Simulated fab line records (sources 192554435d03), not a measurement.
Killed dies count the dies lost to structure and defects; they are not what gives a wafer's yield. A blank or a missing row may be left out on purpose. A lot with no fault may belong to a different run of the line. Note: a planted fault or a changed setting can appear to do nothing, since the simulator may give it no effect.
Matching of chambers -- flow n5_finfet -- N5_BEOL_M1_ALD_84 on ald_metal-04: 4 sister chambers
The step deposits TaN, pulse time 2 s, purge time 3 s, co reactant purge time 2 s. 8 wafers are shown with their chamber, then 8 later ones without.

## EACH WAFER AND ITS CHAMBER
wafer,chamber,heater_power_w (W),chamber_pressure_Torr (Torr)
L075.6,3,378,3.011
L086.2,2,403,2.991
L086.3,0,338,2.995
L086.4,1,514,3.002
L088.1,3,380,3.005
L088.2,1,514,2.992
L088.4,0,340,3.012
L090.2,2,410,3.004

## WAFERS WITH NO CHAMBER GIVEN
wafer,heater_power_w (W),chamber_pressure_Torr (Torr)
L090.3,340,3.013
L090.6,381,3.004
L092.1,506,2.994
L092.2,377,3.006
L092.6,419,2.996
L093.3,411,3.010
L093.4,373,3.011
L093.5,502,2.995

## CHAMBER TAKEN BY EACH
wafer,from the rows above,in truth
L090.3,0,0
L090.6,3,3
L092.1,1,1
L092.2,3,3
L092.6,2,2
L093.3,2,2
L093.4,3,3
L093.5,1,1
Placed correctly: 8 of 8. Not placeable from these rows: 0. Wrongly placed: 0.
How it was worked out, from the rows above alone: a wafer's distance from a chamber is the root of the sum, over the readings, of the square of ((its reading less the chamber's mean) divided by the reading's scatter). If the next closest chamber is less than 2 further off than the closest, the wafer can't be placed; otherwise it belongs to the closest. For every chamber, the mean is computed from those of its wafers that are shown. The scatter is the square root of a quotient: the sum, over the shown wafers, of each reading's squared deviation from its chamber's mean, divided by wafers minus chambers.
